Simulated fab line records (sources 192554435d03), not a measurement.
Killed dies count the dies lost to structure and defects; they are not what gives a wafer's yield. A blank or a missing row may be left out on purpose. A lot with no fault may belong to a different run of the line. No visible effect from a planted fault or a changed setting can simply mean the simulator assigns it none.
Matching of chambers | flow n5Finfet | 4 sister chambers for N5_MOL_CONTACT_COAG_ETCH_105 on rieDiel-05
The step etches SiARC in CF4, target depth 15.6 nm, time 26 s. 4 wafers are shown with their chamber, then 12 later ones without.

== EACH WAFER AND ITS CHAMBER ==
wafer  | chamber | drypumpMotorCurrentA (A)
L083.3 | 0       | 5.4
L083.5 | 2       | 5.2
L084.4 | 1       | 5.6
L084.6 | 3       | 6.5

== WAFERS MISSING THEIR CHAMBER ==
wafer  | drypumpMotorCurrentA (A)
L085.1 | 5.6
L085.2 | 6.5
L085.6 | 5.6
L088.1 | 5.2
L088.2 | 5.7
L088.3 | 6.5
L091.2 | 5.2
L091.3 | 5.6
L091.6 | 5.6
L092.2 | 5.6
L092.3 | 5.4
L092.4 | 5.4

== WHICH CHAMBER EACH ONE RAN IN ==
wafer  | from the rows above | in truth
L085.1 | 1                   | 1
L085.2 | 3                   | 3
L085.6 | 1                   | 1
L088.1 | 2                   | 2
L088.2 | 1                   | 1
L088.3 | 3                   | 3
L091.2 | 2                   | 2
L091.3 | 1                   | 1
L091.6 | 1                   | 1
L092.2 | 1                   | 1
L092.3 | 0                   | 0
L092.4 | 0                   | 0
Placed correctly: 12 of 12. Number that these rows cannot place: 0. Wrongly placed: 0.
How it was worked out, from the rows above alone: a wafer's distance from a chamber is the root of the sum, over the readings, of the square of ((its reading less the chamber's mean) divided by the reading's scatter). The wafer belongs to the nearest chamber; if the next one is less than 2 further off, it can't be placed. A chamber's mean is the mean of its shown wafers. The scatter: with one shown wafer a chamber, the root of the mean of the squares of how far each hidden wafer lies from its nearest shown one.
